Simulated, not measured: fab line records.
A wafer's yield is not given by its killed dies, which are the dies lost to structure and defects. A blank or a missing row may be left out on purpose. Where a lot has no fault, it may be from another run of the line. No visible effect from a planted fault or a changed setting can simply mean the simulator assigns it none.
Chamber matching | flow n5-finfet | rie-diel-05 running N5_SDB_ETCH_18: 4 sister chambers
The step etches SOC in N2/H2, target depth 100 nm, overetch 20 nm, time 150 s. 16 wafers are shown with their chamber, then 8 later ones without.

EACH WAFER AND ITS CHAMBER
wafer  | chamber | showerhead-plenum-p-Torr (Torr) | drypump-motor-current-A (A) | throttle-valve-pct (%)
L076.2 | 2       | 2.65                            | 6.6                         | 18.24
L076.5 | 0       | 2.50                            | 5.8                         | 18.13
L076.6 | 2       | 2.65                            | 6.5                         | 18.22
L078.2 | 1       | 2.49                            | 5.7                         | 17.79
L078.3 | 2       | 2.65                            | 6.5                         | 18.22
L078.6 | 1       | 2.49                            | 5.6                         | 17.78
L080.1 | 3       | 2.73                            | 5.2                         | 17.67
L080.4 | 2       | 2.65                            | 6.5                         | 18.23
L080.5 | 0       | 2.50                            | 5.7                         | 17.70
L081.3 | 2       | 2.65                            | 6.5                         | 18.24
L081.4 | 3       | 2.72                            | 5.2                         | 17.68
L081.6 | 3       | 2.72                            | 5.2                         | 17.68
L082.1 | 3       | 2.72                            | 5.2                         | 17.67
L082.2 | 1       | 2.49                            | 5.6                         | 17.80
L082.4 | 2       | 2.65                            | 6.5                         | 18.24
L087.3 | 3       | 2.72                            | 5.2                         | 17.69

SIGNATURES, as means of the wafers listed above
reading                  | chamber 0 | chamber 1 | chamber 2 | chamber 3 | scatter within a chamber
showerhead-plenum-p-Torr | 2.5000    | 2.4900    | 2.6500    | 2.7220    | 0.00258
drypump-motor-current-A  | 5.750     | 5.633     | 6.517     | 5.200     | 0.0408
throttle-valve-pct       | 17.9150   | 17.7900   | 18.2317   | 17.6780   | 0.0882
Rule: distance of a wafer from a chamber = root of the sum over the readings of ((wafer's reading minus chamber's mean) / reading's scatter) squared. If the next closest chamber is less than 2 further off than the closest, the wafer can't be placed; otherwise it belongs to the closest. The scatter is the square root of a quotient: the sum, over the shown wafers, of each reading's squared deviation from its chamber's mean, divided by wafers minus chambers.

WAFERS WHOSE CHAMBER IS MISSING
wafer  | showerhead-plenum-p-Torr (Torr) | drypump-motor-current-A (A) | throttle-valve-pct (%)
L087.4 | 2.49                            | 5.6                         | 17.80
L087.5 | 2.64                            | 6.6                         | 18.26
L089.2 | 2.50                            | 5.8                         | 17.75
L089.4 | 2.64                            | 6.6                         | 18.28
L089.5 | 2.64                            | 6.6                         | 18.26
L090.1 | 2.48                            | 5.7                         | 17.83
L090.3 | 2.50                            | 5.8                         | 17.73
L090.5 | 2.64                            | 6.6                         | 18.28

THE CHAMBER EACH PASSED THROUGH
wafer  | from the rows above | in truth
L087.4 | 1                   | 1
L087.5 | 2                   | 2
L089.2 | 0                   | 0
L089.4 | 2                   | 2
L089.5 | 2                   | 2
L090.1 | 1                   | 1
L090.3 | 0                   | 0
L090.5 | 2                   | 2
8 of 8 placed correctly. Not placeable from these rows: 0. 0 placed wrongly.
